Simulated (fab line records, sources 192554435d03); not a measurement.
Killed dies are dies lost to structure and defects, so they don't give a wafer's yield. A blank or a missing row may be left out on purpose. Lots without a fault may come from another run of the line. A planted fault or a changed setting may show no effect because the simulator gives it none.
fab line records | flow n5_finfet
record lots=9 wafers=27 last_day=17
route steps=1938 shown BEOL_M0@726 BEOL_M4@1111 PASSIVATION@1936
lots that met no fault: from a run of the same line without faults
start_h: hours from the record's first day to the start of the lot's first wafer shown | wait_h: hours since the lot's step before | " the same as in the row above | L1.1+2: a row that stands for several wafers | - no value, or no start given | * or withheld: withheld | < > ~ a bound
route shown NAME@n: a module of which the file shows steps, and the number in the route of the first | usual: mean/standard deviation of fault-free wafers | same: alike in all rows | chamber/n: place in a boat | sites: the reading at each site | _std_site: their standard deviation | _edge_site: outer sites' mean less inner sites' | radius_mm: how far each site lies from the wafer's centre | mask NAME#n: copy n | behind: the tool/chamber that last shaped the wafer | hold: why the lot was held/for how many hours/how that ended | device: the transistor (n, p or np) that didn't switch | end of line: the same wafers' tests at the end of the route | a step without rows: its recipe alone | killed: dies lost to structure and defects at the first sort, not the wafer's yield | map: a wafer's dies, x killed, . not, _ none there
set.NAME: the setting as run; set.NAME@STEP: as run at that earlier step | model.NAME: the simulator's own value behind a step, which no gauge read
steps of the route over a sample of lots; a table a step, a row a wafer
services: from which hour (start_h, from the record's first day; less than 0 if before it) a tool's chamber was out of use, for how many hours, and why
## steps
# step N5_BEOL_M0_ETCH_109
# recipe chemistry=CH3F/O2 target_depth_a=80 overetch_a=24 target=SiCN time_s=27.4 ion_energy_ev=120 pressure_mtorr=30 source_w=395 bias_w=75 Ar_flow_sccm=150 CH3F_flow_sccm=30 O2_flow_sccm=20
# usual drypump_motor_current_A=5.9/0.46 oes_product_au=0.67/0.076 rf_vpp_V=297.0/1.4 showerhead_plenum_p_Torr=1.99/0.054 throttle_valve_pct=16.32/0.2
# columns lot.wafer tool chamber start_h wait_h drypump_motor_current_A oes_product_au rf_hours_counter_h rf_vpp_V showerhead_plenum_p_Torr throttle_valve_pct
L311.2 rie_diel-03 2 121.13 0.4 6.6 0.75 29 296.7 1.97 16.07
L311.4 " 0 " " 5.8 0.77 20 295.1 1.97 16.26
L311.5 " 2 " " 6.6 0.75 - 297.7 1.97 16.07
L314.1 rie_diel-05 1 143.46 0.4 5.8 0.81 7 297.6 1.96 16.20
L314.5 " 2 " " 5.2 0.69 - 295.1 1.94 15.94
L314.6 " 3 " " 5.6 0.63 - 297.5 2.06 16.40
L315.2 rie_diel-04 1 148.65 0.3 6.4 0.77 24 299.2 2.12 16.34
L315.3 " 3 " " 6.0 0.60 214 298.1 2.07 16.68
L315.5 " 2 " " 5.9 0.58 - 295.6 1.90 16.34
L324.1 rie_diel-03 2 197.94 0.3 6.6 0.70 58 296.8 1.96 16.12
L324.2 " 0 " " 5.8 0.72 47 296.3 1.96 16.32
L324.4 " 3 " " 6.4 0.58 228 298.4 1.97 16.46
L325.1 rie_diel-04 1 205.13 0.4 6.4 0.74 43 300.5 2.11 16.38
L325.3 " 3 " " 5.9 0.59 - 298.9 2.06 16.73
L325.6 " 1 " " 6.4 0.76 - 299.9 2.11 16.37
L328.1 rie_diel-03 2 227.86 0.7 6.6 0.71 69 296.1 1.95 16.15
L328.2 " 0 " " 5.8 0.70 56 298.0 1.96 16.33
L328.4 " 1 " " 5.1 0.60 240 297.2 1.98 16.43
L330.4 rie_diel-03 2 233.81 0.0 6.6 0.71 71 296.7 1.95 16.16
L330.5 " 2 " " 6.6 0.71 - 296.5 1.95 16.15
L330.6 " 3 " " 6.3 0.59 - 296.5 1.97 16.47
L331.1 rie_diel-03 0 242.67 0.1 5.8 0.70 61 295.8 1.96 16.35
L331.3 " 3 " " 6.3 0.58 243 296.3 1.96 16.48
L331.6 " 1 " " 5.1 0.59 - 297.5 1.98 16.44
L332.1 rie_diel-05 3 245.87 0.0 5.6 0.60 222 297.5 2.04 16.49
L332.5 " 0 " " 5.5 0.70 - 298.4 2.04 15.94
L332.6 " 3 " " 5.6 0.60 - 299.1 2.04 16.47
# step N5_BEOL_M0_ALD_136
# recipe material=TaN target_thk_a=* temp_c=275 ald_precursor_family=PDMAT ald_co_reactant=NH3 pressure_torr=3 carrier_flow_sccm=1500 pulse_time_s=2 purge_time_s=3 co_reactant_purge_time_s=2 co_reactant_pulse_time_s=3 ald_cycles=30 precursor_vessel_temp_c=75 precursor_vessel_pressure_torr=26.25 precursor_vessel_carrier_sccm=1000
# usual ald_cycles=30/0 chamber_pressure_Torr=3.000/0.0073 co_reactant_pulse_time_s=3/0 heater_power_w=423/29 precursor_vessel_carrier_sccm=999.7/2.9
# columns lot.wafer tool chamber start_h wait_h ald_cycles chamber_pressure_Torr co_reactant_pulse_time_s heater_power_w precursor_vessel_carrier_sccm since_wet_clean_h
L311.2 ald_metal-04 0 121.72 0.0 30 3.001 3 373 1000.0 1323
L311.4 " 1 " " 30 3.006 3 410 1003.1 1323
L311.5 " 3 " " 30 3.001 3 439 1002.6 -
L314.1 ald_metal-02 2 144.37 0.0 - - - - - -
L314.5 " 3 " " - - - - - -
L314.6 " 0 " " - - - - - -
L315.2 ald_metal-04 1 149.83 0.0 - - - - - -
L315.3 " 2 " " - - - - - -
L315.5 " 3 " " - - - - - -
L324.1 ald_metal-02 2 198.36 0.1 30 3.017 3 446 998.2 6015
L324.2 " 0 " " 30 2.998 3 404 999.6 6015
L324.4 " 1 " " 30 3.002 3 385 1000.1 6015
L325.1 ald_metal-02 3 206.77 0.0 30 3.006 3 468 999.2 6024
L325.3 " 2 " " 30 3.001 3 447 998.3 6024
L325.6 " 0 " " 30 2.997 3 398 998.5 -
L328.1 ald_metal-02 3 230.14 0.0 30 3.005 3 470 995.4 6047
L328.2 " 2 " " 30 3.003 3 434 996.7 6047
L328.4 " 0 " " 30 3.000 3 402 998.4 6047
L330.4 ald_metal-04 2 234.78 0.1 30 3.010 3 442 999.0 1436
L330.5 " 2 " " 30 2.998 3 443 999.2 -
L330.6 " 3 " " 30 3.003 3 439 995.7 -
L331.1 ald_metal-04 1 244.54 0.1 30 2.996 3 404 1002.2 1446
L331.3 " 0 " " 30 3.014 3 371 994.4 1446
L331.6 " 0 " " 30 3.007 3 365 1001.5 -
L332.1 ald_metal-02 1 246.41 0.3 30 3.001 3 387 1000.4 6063
L332.5 " 1 " " 30 2.994 3 385 997.6 -
L332.6 " 0 " " 30 2.999 3 393 1001.2 -
# step N5_BEOL_M0_SPUTTER_116
# recipe material=Cu target_thk_a=40 temp_c=-20 chamber_pressure_pa=0.07 power_w=withheld time_s=7.37
# usual substrate_temp_c=-20.02/0.097 throttle_valve_pct=30.0/1.1
# columns lot.wafer tool chamber start_h wait_h substrate_temp_c throttle_valve_pct
L311.2 pvd_sputter-03 - 122.37 0.1 -20.02 29.9
L311.4 " - " " -19.95 31.7
L311.5 " - " " -20.13 29.4
L314.1 pvd_sputter-02 - 144.93 0.1 -20.08 28.8
L314.5 " - " " -20.01 30.5
L314.6 " - " " -20.07 28.9
L315.2 pvd_sputter-02 - 150.60 0.3 -19.93 28.7
L315.3 " - " " -20.01 30.8
L315.5 " - " " -19.97 28.7
L324.1 pvd_sputter-01 - 199.97 0.1 -20.08 29.9
L324.2 " - " " -20.01 31.6
L324.4 " - " " -20.24 29.9
L325.1 pvd_sputter-02 - 207.18 0.1 -20.00 29.2
L325.3 " - " " -20.17 30.7
L325.6 " - " " -19.96 30.8
L328.1 pvd_sputter-02 - 230.68 0.2 -20.14 28.9
L328.2 " - " " -19.83 28.8
L328.4 " - " " -20.03 30.8
L330.4 pvd_sputter-02 - 236.96 0.1 -20.11 30.6
L330.5 " - " " -19.94 28.9
L330.6 " - " " -20.03 30.7
L331.1 pvd_sputter-01 - 245.14 0.1 -20.16 30.2
L331.3 " - " " -19.85 31.7
L331.6 " - " " -20.16 30.5
L332.1 pvd_sputter-03 - 248.20 0.1 -20.09 29.7
L332.5 " - " " -20.09 31.7
L332.6 " - " " -20.03 29.7
# step N5_BEOL_M0_ANNEAL_117
# recipe temp_c=400 time_s=60 ambient=vacuum
# usual heater_power_w=800/62
# columns lot.wafer tool chamber start_h wait_h heater_power_w
L311.2 pvd_sputter-03 - 122.45 0.0 921
L311.4 " - " " 772
L311.5 " - " " 884
L314.1 pvd_sputter-02 - 145.01 0.0 749
L314.5 " - " " 881
L314.6 " - " " 700
L315.2 pvd_sputter-02 - 150.68 0.0 698
L315.3 " - " " 870
L315.5 " - " " 733
L324.1 pvd_sputter-01 - 200.05 0.0 898
L324.2 " - " " 805
L324.4 " - " " 732
L325.1 pvd_sputter-02 - 207.26 0.0 756
L325.3 " - " " 878
L325.6 " - " " 857
L328.1 pvd_sputter-02 - 230.76 0.0 690
L328.2 " - " " 745
L328.4 " - " " 764
L330.4 pvd_sputter-02 - 237.04 0.0 837
L330.5 " - " " 772
L330.6 " - " " 858
L331.1 pvd_sputter-01 - 245.22 0.0 881
L331.3 " - " " 786
L331.6 " - " " 878
L332.1 pvd_sputter-03 - 248.28 0.0 878
L332.5 " - " " 744
L332.6 " - " " 904
# step N5_BEOL_M0_CMP_120
# recipe stop_on=SiOC t_overpolish_s=6.9 down_force_psi=1 platen_rpm=50 clearing_platen_down_force_psi=1.5 clearing_platen_rpm=50 post_cmp_clean=cu_alkaline clearing_platen_pad_velocity_m_s=0.99484 pad_velocity_m_s=0.99484
# usual barrier_field_endpoint_s=3.61/0.12 motor_current_A=6.0/0.63 slurry_filter_dp_kPa=13.48/0.15
# columns lot.wafer tool chamber start_h wait_h barrier_field_endpoint_s motor_current_A slurry_filter_dp_kPa
L311.2 cmp-02 0 123.24 0.2 3.66 6.0 13.52
L311.4 " 3 " " 3.59 6.3 13.63
L311.5 " 0 " " 3.76 5.8 13.49
L314.1 cmp-03 3 145.92 0.4 1.88 6.3 13.43
L314.6 " 0 " " 1.84 6.5 13.55
L314.5 " 1 " " 1.97 6.5 13.36
L315.2 cmp-01 2 151.47 0.2 1.63 5.9 13.22
L315.3 " 3 " " 1.89 5.9 13.62
L315.5 " 3 " " 1.92 5.9 13.64
L324.1 cmp-01 2 200.86 0.3 3.64 5.9 13.31
L324.4 " 3 " " 3.52 6.0 13.29
L324.2 " 0 " " 3.70 6.5 13.61
L325.3 cmp-02 3 208.08 0.2 3.48 6.6 13.43
L325.1 " 1 " " 3.74 4.7 13.39
L325.6 " 2 " " 3.70 5.3 13.47
L328.2 cmp-02 3 231.57 0.2 3.58 6.1 13.51
L328.4 " 0 " " 3.56 5.7 13.65
L328.1 " 1 " " 3.59 4.4 13.41
L330.4 cmp-01 0 237.87 0.2 3.63 6.4 13.24
L330.5 " 3 " " 3.67 6.1 13.57
L330.6 " 0 " " 3.47 6.5 13.38
L331.1 cmp-03 1 246.24 0.5 3.52 6.6 13.38
L331.3 " 2 " " 3.60 5.3 13.17
L331.6 " 0 " " 3.34 6.8 13.45
L332.1 cmp-02 0 249.07 0.3 3.81 6.1 13.73
L332.5 " 0 " " 3.82 5.9 13.58
L332.6 " 1 " " 3.90 4.6 13.29
# step N5_BEOL_M4_RC_MEAS_101
# usual DIBL_N=36.3/1.7 DIBL_P=36.3/2.2 IOFF_N=0.16/0.034 IOFF_P=0.21/0.038 ION_N=673/13 ION_P=461/8.3 SS_N=71.5/0.55 SS_P=73.3/0.67 VT_N=250/3.4 VT_P=-251/3.5
# columns lot.wafer tool chamber start_h wait_h DIBL_N[mV/V] DIBL_P[mV/V] IOFF_N[nA/um] IOFF_P[nA/um] ION_N[uA/um] ION_P[uA/um] SS_N[mV/dec] SS_P[mV/dec] VT_N[mV] VT_P[mV]
L311.2 prober-02 0 160.47 0.2 35.6 36.5 0.16 0.20 665 456 71.5 73.2 252 -252
L311.4 " 0 " " 34.8 34.9 0.14 0.18 658 449 71.5 73.5 253 -255
L311.5 " 0 " " 33.3 33.0 0.12 0.16 651 456 70.5 72.3 257 -254
L324.1 prober-02 0 249.04 0.0 39.4 38.7 0.20 0.26 680 463 71.7 74.4 248 -246
L324.2 " 0 " " 35.9 34.5 0.12 0.18 663 458 71.2 73.0 254 -251
L324.4 " 0 " " 33.9 32.6 0.11 0.16 659 456 70.3 72.3 255 -250
L325.1 prober-01 0 266.45 0.0 38.7 38.5 0.21 0.23 690 466 72.0 74.1 246 -253
L325.3 " 0 " " 38.9 40.0 0.22 0.26 701 469 71.7 74.2 245 -249
L325.6 " 0 " " 36.7 36.8 0.17 0.20 681 461 71.6 74.4 247 -254
L328.1 prober-01 0 282.42 0.0 40.0 38.9 0.20 0.23 678 457 72.0 73.2 246 -253
L328.2 " 0 " " 38.8 37.3 0.17 0.22 676 460 71.3 72.8 250 -252
L328.4 " 0 " " 34.9 32.8 0.11 0.15 665 459 71.3 72.4 256 -259
L330.4 prober-02 0 287.43 0.5 39.4 39.6 0.22 0.27 699 475 71.7 73.7 244 -247
L330.5 " 0 " " 35.8 34.8 0.13 0.18 669 462 71.5 72.2 255 -251
L330.6 " 0 " " 37.2 37.5 0.18 0.23 688 471 71.2 74.1 248 -250
L331.1 prober-01 0 290.26 0.0 35.2 35.0 0.12 0.20 673 474 71.0 72.3 252 -250
L331.3 " 0 " " 39.5 41.1 0.22 0.32 702 489 71.9 74.4 244 -243
L331.6 " 0 " " 39.0 38.8 0.19 0.28 686 479 71.5 73.7 246 -244
L332.1 prober-02 0 293.52 0.0 36.2 34.5 0.15 0.20 660 455 72.0 73.7 249 -250
L332.5 " 0 " " 34.7 33.2 0.13 0.17 667 455 70.9 73.3 250 -255
L332.6 " 0 " " 35.2 33.5 0.14 0.18 661 450 71.3 73.4 251 -251
# step N5_PASSIVATION_PROBE_49
# usual defect_limited_yield=91.4/1.6 killed_at_M0_to_M3=34/10 killed_at_M4_up=12/4.8 killed_at_contacts=11/6.2 killed_at_front_end=39/13 killed_at_other=4/3.1 killed_dies=101/19 killed_on_rim=13/4.1 killed_open=67/14 killed_short=32/8.3 sort_bin_5_function=5.0/1 sort_bin_6_memory=3.2/0.76 sort_n_pass=1079/19 sort_yield_pct=91.4/1.6
# same gross_dies=1180 killed_at_back_side=0 sort_bin_4_leakage[%]=0 sort_bin_8_speed[%]=0
# columns lot.wafer tool chamber start_h wait_h defect_limited_yield[%] killed_at_M0_to_M3 killed_at_M4_up killed_at_contacts killed_at_front_end killed_at_other killed_dies killed_on_rim killed_open killed_short sort_bin_5_function[%] sort_bin_6_memory[%] sort_n_pass sort_yield_pct[%]
L314.1 prober-02 - 288.24 0.0 0 1129 6 7 32 6 1180 152 67 34 96.6 2.8 0 0
L314.5 prober-02 - 288.44 0.2 0 1080 9 14 72 5 1180 152 87 42 95.6 4.2 0 0
L314.6 prober-02 - 288.49 0.3 0 1122 12 10 34 2 1180 152 67 29 96.4 3.6 0 0
L315.2 prober-01 - 297.36 0.1 0 1115 10 10 43 2 1180 152 77 34 95.8 4.0 0 0
L315.3 prober-01 - 297.41 0.1 0 1130 15 6 27 2 1180 152 62 27 96.9 3.0 0 0
L315.5 prober-01 - 297.51 0.2 0 1131 12 6 27 4 1180 152 51 35 97.5 2.1 0 0
L324.1 prober-02 - 348.04 0.0 89.7 53 6 17 43 3 122 19 84 36 6.0 3.8 1058 89.7
L324.2 prober-02 - 348.09 0.1 91.3 31 4 21 46 1 103 14 74 26 4.9 3.6 1077 91.3
L324.4 prober-02 - 348.19 0.2 91.1 28 9 19 47 2 105 14 73 32 5.8 2.5 1075 91.1
L325.1 prober-02 - 360.08 0.0 90.4 24 18 9 60 2 113 19 80 30 4.8 4.3 1067 90.4
L325.6 prober-02 - 360.33 0.3 92.6 22 11 6 48 0 87 13 58 29 4.6 2.7 1093 92.6
L328.1 prober-02 - 383.11 0.0 91.4 21 28 10 39 3 101 11 65 35 4.9 3.3 1079 91.4
L328.2 prober-02 - 383.16 0.1 91.4 32 14 6 48 1 101 9 64 37 6.0 2.3 1079 91.4
L328.4 prober-02 - 383.26 0.2 89.3 34 18 14 45 15 126 19 83 42 6.1 4.2 1054 89.3
# killed by level:class
L314.1 BEOL_M0:area_ald=1079 BEOL_M0_SAQP:geometric_particle:short=13 BEOL_M2:geometric_particle:open=12 BEOL_M0_SAQP:geometric_particle:open=8 STI_FIN_REVEAL:geometric_particle:open=7 MOL_CONTACT_COAG:geometric_particle:open=7 BEOL_M1:geometric_particle:open=6 FIN_SAQP:geometric_particle:open=5
L314.5 BEOL_M0:area_ald=1051 FIN_SAQP:geometric_particle:open=27 MOL_CONTACT_COAG:geometric_particle:open=10 BEOL_M0_SAQP:geometric_particle:short=9 FIN_SAQP:geometric_particle:short=8 DUMMY_GATE:geometric_particle:open=7 STI_FIN_REVEAL:geometric_particle:open=6 GATE_CUT:geometric_particle:open=6
L314.6 BEOL_M0:area_ald=1084 BEOL_M0_SAQP:geometric_particle:open=13 BEOL_M2:geometric_particle:open=10 STI_FIN_REVEAL:geometric_particle:open=9 BEOL_M0_SAQP:geometric_particle:short=8 MOL_CONTACT_COAG:geometric_particle:open=6 BEOL_M7:geometric_particle:open=5 FIN_SAQP:geometric_particle:short=4
L315.2 BEOL_M0:area_ald=1067 FIN_SAQP:geometric_particle:open=9 STI_FIN_REVEAL:geometric_particle:open=9 BEOL_M0_SAQP:geometric_particle:open=9 BEOL_M2:geometric_particle:open=9 MOL_CONTACT_COAG:geometric_particle:open=8 BEOL_M1:geometric_particle:open=8 BEOL_M3:geometric_particle:open=8
L315.3 BEOL_M0:area_ald=1091 BEOL_M3:geometric_particle:open=17 BEOL_M4:geometric_particle:open=8 FIN_SAQP:geometric_particle:short=7 BEOL_M2:geometric_particle:open=6 FIN_SAQP:geometric_particle:open=5 MOL_CONTACT_COAG:geometric_particle:open=5 BEOL_M0_SAQP:geometric_particle:open=5
L315.5 BEOL_M0:area_ald=1091 BEOL_M3:geometric_particle:open=11 FIN_SAQP:geometric_particle:short=8 BEOL_M0_SAQP:geometric_particle:open=8 BEOL_M1:geometric_particle:open=6 BEOL_M3:geometric_particle:short=5 BEOL_M0_SAQP:geometric_particle:short=4 DUMMY_GATE:geometric_particle:open=3
L324.1 MOL_CONTACT_COAG:geometric_particle:open=14 BEOL_M0_SAQP:geometric_particle:open=13 BEOL_M0_SAQP:geometric_particle:short=12 FIN_SAQP:geometric_particle:open=11 STI_FIN_REVEAL:geometric_particle:open=11 BEOL_M3:geometric_particle:open=10 FIN_SAQP:geometric_particle:short=7 BEOL_M2:geometric_particle:open=6
L324.2 FIN_SAQP:geometric_particle:open=19 MOL_CONTACT_COAG:geometric_particle:open=17 BEOL_M3:geometric_particle:open=15 BEOL_M0_SAQP:geometric_particle:short=6 FIN_SAQP:geometric_particle:short=6 STI_FIN_REVEAL:geometric_particle:open=5 DUMMY_GATE:geometric_particle:open=4 MOL_CONTACT_COAG:geometric_particle:short=4
L324.4 MOL_CONTACT_COAG:geometric_particle:open=19 STI_FIN_REVEAL:geometric_particle:open=14 FIN_SAQP:geometric_particle:open=10 BEOL_M0_SAQP:geometric_particle:short=8 FIN_SAQP:geometric_particle:short=7 BEOL_M3:geometric_particle:open=7 BEOL_M2:geometric_particle:open=4 STI_FIN_REVEAL:geometric_particle:short=4
L325.1 FIN_SAQP:geometric_particle:open=23 FIN_SAQP:geometric_particle:short=16 MOL_CONTACT_COAG:geometric_particle:open=8 BEOL_M2:geometric_particle:open=7 BEOL_M5:geometric_particle:open=7 BEOL_M0_SAQP:geometric_particle:open=6 BEOL_M3:geometric_particle:open=5 DUMMY_GATE:geometric_particle:open=5
L325.6 FIN_SAQP:geometric_particle:open=20 FIN_SAQP:geometric_particle:short=11 GATE_CUT:geometric_particle:open=6 BEOL_M1:geometric_particle:short=6 MOL_CONTACT_COAG:geometric_particle:open=5 BEOL_M1:geometric_particle:open=5 BEOL_M5:geometric_particle:open=5 STARTING-WAFER:geometric_particle:short=4
L328.1 BEOL_M4:geometric_particle:open=11 STI_FIN_REVEAL:geometric_particle:open=7 MOL_CONTACT_COAG:geometric_particle:open=7 FIN_SAQP:geometric_particle:short=6 FIN_SAQP:geometric_particle:open=5 BEOL_M5:geometric_particle:open=5 BEOL_M0_SAQP:geometric_particle:open=5 BEOL_M0_SAQP:geometric_particle:short=5
L328.2 FIN_SAQP:geometric_particle:open=13 STI_FIN_REVEAL:geometric_particle:open=13 BEOL_M4:geometric_particle:open=8 BEOL_M3:geometric_particle:open=6 BEOL_M2:geometric_particle:short=6 MOL_CONTACT_COAG:geometric_particle:open=5 BEOL_M1:geometric_particle:open=5 STI_FIN_REVEAL:geometric_particle:short=4
L328.4 STI_FIN_REVEAL:geometric_particle:open=11 BEOL_M3:geometric_particle:open=10 MOL_CONTACT_COAG:geometric_particle:open=10 BEOL_M4:geometric_particle:open=10 BEOL_M1:geometric_particle:open=9 FIN_SAQP:geometric_particle:open=8 BEOL_M0_SAQP:geometric_particle:short=6 STARTING-WAFER:geometric_particle:short=6
## services
# columns tool chamber start_h hours kind
cmp-01 - 101.17 8.2 repair
rie_diel-05 1 106.79 - clean
rie_diel-05 1 106.79 - consumable_replace:focus_ring
rie_diel-05 1 106.79 17.9 scheduled_down
rie_diel-05 1 106.79 17.9 vent_cycle
pvd_sputter-01 - 109.58 0.8 repair
rie_diel-04 0 118.61 - clean
rie_diel-04 0 118.61 - consumable_replace:focus_ring
rie_diel-04 0 118.61 15.0 scheduled_down
cmp-01 - 120.30 5.6 pm
pvd_sputter-03 - 143.41 1.6 repair
cmp-02 - 145.78 18.0 pm
rie_diel-03 0 151.36 2.6 repair
cmp-02 - 165.54 4.0 pm
cmp-01 - 165.57 4.9 repair
cmp-02 - 169.54 - consumable_replace:conditioner
cmp-02 - 169.54 - consumable_replace:pad
rie_diel-04 3 172.52 3.1 repair
cmp-03 - 174.24 0.8 repair
cmp-02 - 196.89 0.9 repair
ald_metal-02 3 208.66 8.2 repair
cmp-01 - 209.63 6.6 repair
ald_metal-02 - 244.61 1.4 repair
cmp-01 - 245.24 6.2 repair
## key
first_sign step=N5_BEOL_M0_ALD_136 reading=tool_record direction=missing
effect step=N5_BEOL_M0_CMP_120 reading=barrier_field_endpoint_s direction=down sigmas=15 usual=3.61 struck=1.85
effect step=N5_PASSIVATION_PROBE_49 reading=killed_at_M0_to_M3 direction=up sigmas=99+ usual=34 struck=1118
more_kills_born_at N5_BEOL_M0_ALD_136@ald_metal-04=3246 N5_BEOL_M0_ALD_136@ald_metal-02=3214
met_at N5_BEOL_M0_ALD_136
struck_lots L314,L315
later_rows_left_out L314.1,L314.5,L314.6,L315.2,L315.3,L315.5
not_acting_at N5_BEOL_M0_ETCH_109,N5_BEOL_M0_SPUTTER_116,N5_BEOL_M0_ANNEAL_117
onset_between 121.72 144.37
fault kind=skipped_step_whole tool=ald_metal-02,ald_metal-04 chamber=- onset_h=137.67 steps=N5_BEOL_M0_ALD_136 scope=struck_lots_only
# later_rows_left_out: the simulator's readings of these wafers behind a module that went badly wrong aren't trusted and aren't shown, but for the sort
